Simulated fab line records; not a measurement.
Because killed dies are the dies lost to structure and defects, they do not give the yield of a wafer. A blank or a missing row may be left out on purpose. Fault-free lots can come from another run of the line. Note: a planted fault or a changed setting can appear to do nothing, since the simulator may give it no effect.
A struck lot beside a sound one ; flow n5-finfet ; 37 out of 1938 route steps
Sound: wafers L405.1, L405.3, L405.6. Struck: wafer L400.2 (L400.1, L400.3, from the same lot, were not struck and are left out); the cause is given at the end.
For every step that has rows: the tool of each side, followed by ch and its chambers, followed by its first start. Under that, the readings that differ: sound wafers ; struck wafers ; difference of the means ; sigmas: that difference in standard deviations of wafers without a fault.
alike: readings whose means differ by less than 2 such deviations, and words and numbers that are the same on both sides. not compared: withheld readings, readings that some wafer has no value for, bounds like >300 that may hide the same value, and numbers for which the record gives no deviation and whose values overlap.
The two part at a step that has a row with sigmas, a row that says differs or no value, or rows on one side only. When numbers do not overlap yet have no deviation, they are printed without sigmas and do not part them. A reading missing from all wafers of one side parts the sides only when that side holds two or more wafers.

first, 9 steps without rows for these wafers: N5_PMOS_HMC_CHANNEL_EPI_COAT_31 (time 60 s, resist thk 66 nm); N5_PMOS_HMC_CHANNEL_EPI_COAT_03 (resist thk 205 nm); N5_PMOS_HMC_CHANNEL_EPI_EBR_05; N5_PMOS_HMC_CHANNEL_EPI_SOFTBAKE_04 (time 60 s); N5_PMOS_HMC_CHANNEL_EPI_EXPOSE_06 (exposes mask PMOS HMC BLK, target cd 240 nm); N5_PMOS_HMC_CHANNEL_EPI_PEB_07 (peb time 60 s); N5_PMOS_HMC_CHANNEL_EPI_DEVELOP_08 (develop time 30 s); N5_PMOS_HMC_CHANNEL_EPI_DESCUM_14 (chemistry O2, time 7.9 s); N5_PMOS_HMC_CHANNEL_EPI_ETCH_32 (etches BARC in N2/H2, stops on SiO2, target depth 85.8 nm, time 50.3 s).
N5_PMOS_HMC_CHANNEL_EPI_HM_OPEN_15: chemistry CHF3/O2, target SiO2, target depth 40.6 nm, time 20.3 s.
  sound on rie-diel-03 ch 1,2, day 6 11:39; struck on rie-diel-05 ch 2, day 5 05:26
reading;sound;struck;difference;sigmas
throttle-valve-pct (%);18.90 19.03 18.89;18.30;-0.64;-3
model.CAR-ArF-block_of_PMOS_HMC_CHANNEL_EPI_COAT_03.thk-nm (nm);88.01 88.98 90.14;105.9;+16.9;
model.etch.depth-nm (nm);41.2 41.17 41.21;27.46;-13.73;
  alike: drypump-motor-current-A, oes-product-au, rf-fwd-power-W, rf-vpp-V, showerhead-plenum-p-Torr
  not compared: rf-hours-counter-h
then, 25 steps without rows for these wafers: N5_PMOS_HMC_CHANNEL_EPI_STRIP_33 (strips in N2/H2); N5_PMOS_HMC_CHANNEL_EPI_STRIP_17 (strips in SPM, time 750 s); N5_PMOS_HMC_CHANNEL_EPI_ETCH_38 (etches SiO2 in CF4, target depth 1.5 nm); N5_PMOS_HMC_CHANNEL_EPI_FIN_RECESS_16 (chemistry HBr/Cl2, target Si, target depth 54 nm, time 18 s); N5_PMOS_HMC_CHANNEL_EPI_PRECLEAN_36 (cleans in O3/DIW, time 45 s); N5_PMOS_HMC_CHANNEL_EPI_PRECLEAN_18 (cleans in DHF, time 30 s); N5_PMOS_HMC_CHANNEL_EPI_SRD_19 (time 30 s); N5_PMOS_HMC_CHANNEL_EPI_EPI_20 (deposits SiGe30, target thk 59 nm); N5_PMOS_HMC_CHANNEL_EPI_HM_STRIP_35 (strips SiO2 in dHF, material SiO2, target depth 39.6 nm, time 216 s); N5_PMOS_HMC_CHANNEL_EPI_SRD_39 (time 30 s); N5_PMOS_HMC_CHANNEL_EPI_CMP_21 (polishes SiGe30, target thk 54 nm); N5_PMOS_HMC_CHANNEL_EPI_PRECLEAN_40 (cleans in DHF, time 30 s); N5_PMOS_HMC_CHANNEL_EPI_PRECLEAN_37 (cleans in O3/DIW, time 45 s); N5_PMOS_HMC_CHANNEL_EPI_PRECLEAN_24 (cleans in DHF, time 30 s); N5_PMOS_HMC_CHANNEL_EPI_SRD_25 (time 30 s); N5_PMOS_HMC_CHANNEL_EPI_EPI_26 (deposits Si from SiH4/H2, target thk 3.8 nm, time 22.7 s); N5_FIN_SAQP_PRECLEAN_42 (cleans in O3/DIW, time 60 s); N5_FIN_SAQP_PRECLEAN_00 (cleans in SC1, time 60 s); N5_FIN_SAQP_PRECLEAN_44 (cleans in SC2, time 45 s); N5_FIN_SAQP_SRD_01 (time 30 s); N5_FIN_SAQP_ALD_61 (deposits SiO2, target thk 4 nm, pulse time 1 s, purge time 2 s); N5_FIN_SAQP_DENSIFY_62 (time 60 s); N5_FIN_SAQP_HM_DEP_03 (deposits SiNx from SiH4/NH3/N2, target thk 38 nm, time 33.6 s); N5_FIN_SAQP_PECVD_47 (deposits a-Si from SiH4/He, target thk 45 nm, time 36.3 s); N5_FIN_SAQP_PECVD_48 (deposits SiNx from SiH4/NH3/N2, target thk 25 nm, time 22.1 s).
N5_BEOL_M4_RC_MEAS_101:
  the record has rows for the sound wafers here (prober-02 ch 0, day 12 10:30) and none for the struck ones
-- record jumps: 10 days separate the struck wafers' starts on either side; left off in module BEOL_M4, taken up again in module PASSIVATION, whose first shown step is the route's number 1936 --
N5_PASSIVATION_PROBE_49:
  struck on prober-02, day 15 14:50; sound on prober-02, day 16 21:43
reading;sound;struck;difference;sigmas
defect-limited-yield (%);90.7 90.4 88.2;0;-90;-60
killed-at-front-end;51 44 46;1100;+1053;+81
killed-dies;110 113 139;1180;+1059;+59
killed-on-rim;24 13 13;152;+135;+31
sort_bin_5_function (%);5.7 5.0 6.8;96.0;+90.2;+91
sort-n-pass;1070 1067 1041;0;-1059;-59
sort-yield-pct (%);90.7 90.4 88.2;0;-90;-60
  alike: killed_at_M0_to_M3, killed_at_M4_up, killed-at-contacts, killed-at-other, killed-open, killed-short, sort_bin_6_memory, sort_bin_8_speed

== WHERE THEY PART ==
Last at N5_PASSIVATION_PROBE_49 as far as this record goes, first at N5_PMOS_HMC_CHANNEL_EPI_HM_OPEN_15.

WHY: the cause the simulator had injected
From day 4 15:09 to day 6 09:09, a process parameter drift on rie-diel-05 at N5_PMOS_HMC_CHANNEL_EPI_HM_OPEN_15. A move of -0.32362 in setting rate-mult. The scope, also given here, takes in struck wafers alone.
